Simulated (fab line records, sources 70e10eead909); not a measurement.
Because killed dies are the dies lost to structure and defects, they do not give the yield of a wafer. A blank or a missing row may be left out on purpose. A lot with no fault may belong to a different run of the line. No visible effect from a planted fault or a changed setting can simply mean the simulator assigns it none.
Which tool is to blame? ; flow nand-harc ; 7 lots, 21 wafers sampled, at 1 step of a route of 1302

WHAT EACH GAUGE READ, for each wafer
NHARC_P_M1_THK_MEAS_24: measures by xrf.
lot;measured;on;thk-nm (nm)
L863;day 7 03:41;film-metro-02;157.7 157.3 156.4
L866;day 8 14:31;film-metro-01;156.5 155.8 155.1
L868;day 9 05:38;film-metro-02;156.0 153.4 157.1
L871;day 10 08:51;film-metro-01;155.8 155.3 156.9
L879;day 13 20:33;film-metro-02;158.0 156.6 158.2
L882;day 14 22:54;film-metro-02;155.4 159.2 157.8
L884;day 16 04:07;film-metro-02;158.0 154.0 157.6

WHAT TOOL EACH LOT RAN ON (gives the tool, then ch and the chambers of the sampled wafers, and finally the start)
Before these readings, the record contains no process step.

THE ANSWER, worked out from the rows above alone
Rule: usual is defined by the lots themselves. Put in order of their means at a reading, lots are off if they are a third of the lots or fewer, leave a main group of 4 or more, and stand apart from it by a gap of 3 or more times the standard deviation of the main group's means; of several such gaps the widest counts. A main group whose means are all the same, to the digits that the tables above print for the reading, isn't used. A lot without any number at a reading at which 4 lots or more have one is off too. Any other lot the step has rows for is counted as sound.
Nothing can be told from this: no lot is off at any reading shown.

WHAT WAS PUT IN BY THE SIMULATOR
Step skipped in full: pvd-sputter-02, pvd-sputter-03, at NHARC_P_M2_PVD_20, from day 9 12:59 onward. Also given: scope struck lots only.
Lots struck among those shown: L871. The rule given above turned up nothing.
